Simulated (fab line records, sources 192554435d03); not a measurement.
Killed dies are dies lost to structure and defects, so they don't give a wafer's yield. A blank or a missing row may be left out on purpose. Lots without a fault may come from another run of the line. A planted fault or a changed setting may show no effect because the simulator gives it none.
Chamber matching | flow n5_finfet | N5_HKMG_FIN_NWFM_ALD_20 on ald_metal-03: 4 sister chambers
The step deposits TiAlC, target thk 2 nm, pulse time 3 s, purge time 2 s. 4 wafers are shown with their chamber, then 10 later ones without.

WAFERS WITH THEIR CHAMBER
wafer  | chamber | heater_power_w (W)
L083.1 | 1       | 495
L084.1 | 3       | 392
L089.3 | 2       | 455
L089.4 | 0       | 468

WAFERS WITHOUT THEIR CHAMBER
wafer  | heater_power_w (W)
L089.6 | 463
L092.1 | 402
L092.4 | 474
L092.5 | 401
L093.1 | 385
L093.4 | 479
L093.5 | 465
L095.1 | 470
L095.3 | 494
L095.4 | 458

WHICH CHAMBER EACH WENT THROUGH
wafer  | from the rows above          | in truth
L089.6 | can't be placed: 0 or 2      | 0
L092.1 | 3                            | 3
L092.4 | can't be placed: 0 or 2      | 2
L092.5 | 3                            | 3
L093.1 | 3                            | 3
L093.4 | can't be placed: 0 or 1 or 2 | 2
L093.5 | can't be placed: 0 or 2      | 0
L095.1 | can't be placed: 0 or 2      | 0
L095.3 | 1                            | 1
L095.4 | can't be placed: 2 or 0      | 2
Placed correctly: 4 of 10. Can't be placed from these rows: 6 (the true chamber is among the candidates in 6). Placed wrongly: 0.
How it was worked out, from the rows above alone: a wafer's distance from a chamber is the root of the sum, over the readings, of the square of ((its reading less the chamber's mean) divided by the reading's scatter). The wafer belongs to the nearest chamber; if the next one is less than 2 further off, it can't be placed. A chamber's mean is the mean of its shown wafers. The scatter: with one shown wafer a chamber, the root of the mean of the squares of how far each hidden wafer lies from its nearest shown one.
